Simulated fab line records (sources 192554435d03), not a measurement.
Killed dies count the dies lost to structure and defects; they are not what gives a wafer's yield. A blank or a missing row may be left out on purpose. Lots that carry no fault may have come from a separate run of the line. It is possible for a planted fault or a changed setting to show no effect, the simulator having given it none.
Chamber matching -- flow n5_finfet -- 4 sister chambers for N5_BEOL_M5_STRIP_64 on rie_diel-04
The step strips in CF4. 14 wafers are shown with their chamber, then 7 later ones without.

EACH WAFER AND ITS CHAMBER
wafer,chamber,showerhead_plenum_p_Torr (Torr),throttle_valve_pct (%),drypump_motor_current_A (A)
L076.2,3,1.74,13.26,6.1
L076.3,2,1.79,13.60,6.0
L076.4,1,1.73,13.60,5.4
L077.2,2,1.79,13.62,6.0
L077.4,0,1.79,13.74,5.6
L077.5,0,1.79,13.72,5.6
L078.1,1,1.73,13.60,5.4
L078.2,2,1.79,13.60,6.0
L078.6,3,1.74,13.27,6.0
L084.2,1,1.73,13.62,5.4
L084.5,0,1.78,13.74,5.5
L084.6,1,1.73,13.62,5.4
L087.1,1,1.73,13.66,5.4
L087.2,0,1.78,13.78,5.5

SIGNATURES (averages over the wafers above)
reading,chamber 0,chamber 1,chamber 2,chamber 3,scatter within a chamber
showerhead_plenum_p_Torr,1.7850,1.7300,1.7900,1.7400,0.00316
throttle_valve_pct,13.7450,13.6200,13.6067,13.2650,0.0215
drypump_motor_current_A,5.550,5.400,6.000,6.050,0.0387
Rule: for a wafer and a chamber, the distance is found by dividing, reading by reading, the gap between the wafer's reading and the chamber's mean by the reading's scatter, squaring, summing and taking the root. The wafer belongs to the nearest chamber; if the next one is less than 2 further off, it can't be placed. The scatter: take each reading less its chamber's mean, square it, sum over the shown wafers, divide by the number of wafers less the number of chambers, and take the root.

WAFERS WITH NO CHAMBER GIVEN
wafer,showerhead_plenum_p_Torr (Torr),throttle_valve_pct (%),drypump_motor_current_A (A)
L087.5,1.73,13.33,6.1
L089.3,1.78,13.09,6.0
L089.4,1.73,13.34,6.1
L089.6,1.78,13.11,6.0
L097.4,1.73,13.35,6.0
L097.5,1.77,13.81,5.5
L097.6,1.73,13.35,6.0

WHICH CHAMBER EACH ONE RAN IN
wafer,from the rows above,in truth
L087.5,3,3
L089.3,3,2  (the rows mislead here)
L089.4,3,3
L089.6,3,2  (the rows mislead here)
L097.4,3,3
L097.5,0,0
L097.6,3,3
Correctly placed: 5 of 7. From these rows, 0 cannot be placed. 2 placed wrongly.
